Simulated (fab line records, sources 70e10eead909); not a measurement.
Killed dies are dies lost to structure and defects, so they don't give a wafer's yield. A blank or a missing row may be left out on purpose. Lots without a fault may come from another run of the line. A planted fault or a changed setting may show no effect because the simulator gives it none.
Chamber matching | flow nand_harc | NHARC_A_M1_PRE_CLEAN_32 on pecvd-01: 3 sister chambers
The step time 12 s. 6 wafers are shown with their chamber, then 9 later ones without.

WAFERS WITH THEIR CHAMBER
wafer  | chamber | heater_power_outer_w (W) | heater_power_w (W)
L081.3 | 1       | 383                      | 616
L085.5 | 0       | 331                      | 598
L085.6 | 2       | 325                      | 581
L087.1 | 1       | 442                      | 687
L087.5 | 2       | 295                      | 536
L087.6 | 0       | 332                      | 593

WAFERS WITHOUT THEIR CHAMBER
wafer  | heater_power_outer_w (W) | heater_power_w (W)
L091.2 | 333                      | 612
L091.3 | 345                      | 601
L091.6 | 345                      | 592
L094.1 | 334                      | 606
L094.3 | 321                      | 575
L094.6 | 402                      | 670
L096.1 | 288                      | 523
L096.3 | 342                      | 615
L096.4 | 298                      | 515

WHICH CHAMBER EACH WENT THROUGH
wafer  | from the rows above     | in truth
L091.2 | can't be placed: 0 or 2 | 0
L091.3 | can't be placed: 0 or 2 | 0
L091.6 | can't be placed: 0 or 2 | 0
L094.1 | can't be placed: 0 or 2 | 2
L094.3 | can't be placed: 2 or 0 | 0
L094.6 | 1                       | 1
L096.1 | can't be placed: 2 or 0 | 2
L096.3 | can't be placed: 0 or 2 | 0
L096.4 | can't be placed: 2 or 0 | 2
Placed correctly: 1 of 9. Can't be placed from these rows: 8 (the true chamber is among the candidates in 8). Placed wrongly: 0.
How it was worked out, from the rows above alone: a wafer's distance from a chamber is the root of the sum, over the readings, of the square of ((its reading less the chamber's mean) divided by the reading's scatter). The wafer belongs to the nearest chamber; if the next one is less than 2 further off, it can't be placed. A chamber's mean is the mean of its shown wafers. The scatter: the root of (the sum of the squares of (reading less its chamber's mean) over the shown wafers, divided by (wafers less chambers)).
